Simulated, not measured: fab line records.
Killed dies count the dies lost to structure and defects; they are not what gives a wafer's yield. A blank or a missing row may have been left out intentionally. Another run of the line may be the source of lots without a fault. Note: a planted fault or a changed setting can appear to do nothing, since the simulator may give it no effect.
Matching of chambers / flow n5-finfet / 4 sister chambers for N5_BEOL_M13_VIA_ETCH_16 on rie-diel-04
The step etches SiOC in C4F8/O2/Ar, target depth 921.7 nm. 4 wafers are shown with their chamber, then 10 later ones without.

WAFERS PAIRED WITH THEIR CHAMBERS
wafer=L089.6; chamber=2; throttle-valve-pct (%)=24.39
wafer=L093.6; chamber=0; throttle-valve-pct (%)=24.13
wafer=L092.3; chamber=3; throttle-valve-pct (%)=24.41
wafer=L092.4; chamber=1; throttle-valve-pct (%)=23.99

WAFERS WITHOUT THEIR CHAMBER
wafer=L092.6; throttle-valve-pct (%)=24.13
wafer=L094.1; throttle-valve-pct (%)=24.42
wafer=L094.5; throttle-valve-pct (%)=24.43
wafer=L094.6; throttle-valve-pct (%)=24.13
wafer=L096.1; throttle-valve-pct (%)=24.01
wafer=L096.5; throttle-valve-pct (%)=24.43
wafer=L096.6; throttle-valve-pct (%)=24.42
wafer=L097.1; throttle-valve-pct (%)=24.42
wafer=L097.2; throttle-valve-pct (%)=24.43
wafer=L097.3; throttle-valve-pct (%)=24.02

THE CHAMBER EACH PASSED THROUGH
wafer=L092.6; from the rows above=0; in truth=0
wafer=L094.1; from the rows above=can't be placed: 3 or 2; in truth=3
wafer=L094.5; from the rows above=can't be placed: 3 or 2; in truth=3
wafer=L094.6; from the rows above=0; in truth=0
wafer=L096.1; from the rows above=1; in truth=1
wafer=L096.5; from the rows above=can't be placed: 3 or 2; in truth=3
wafer=L096.6; from the rows above=can't be placed: 3 or 2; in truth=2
wafer=L097.1; from the rows above=can't be placed: 3 or 2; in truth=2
wafer=L097.2; from the rows above=can't be placed: 3 or 2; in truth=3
wafer=L097.3; from the rows above=1; in truth=1
Correctly placed: 4 of 10. These rows do not allow placing 6 (true chamber among the candidates in 6). Placed wrongly: 0.
How it was worked out, from the rows above alone: a wafer's distance from a chamber is the root of the sum, over the readings, of the square of ((its reading less the chamber's mean) divided by the reading's scatter). The wafer belongs to the nearest chamber; if the next one is less than 2 further off, it can't be placed. Each chamber's mean is taken over the wafers shown for it. The scatter: root of mean squared gap, hidden wafer to nearest shown wafer, with one shown wafer a chamber.
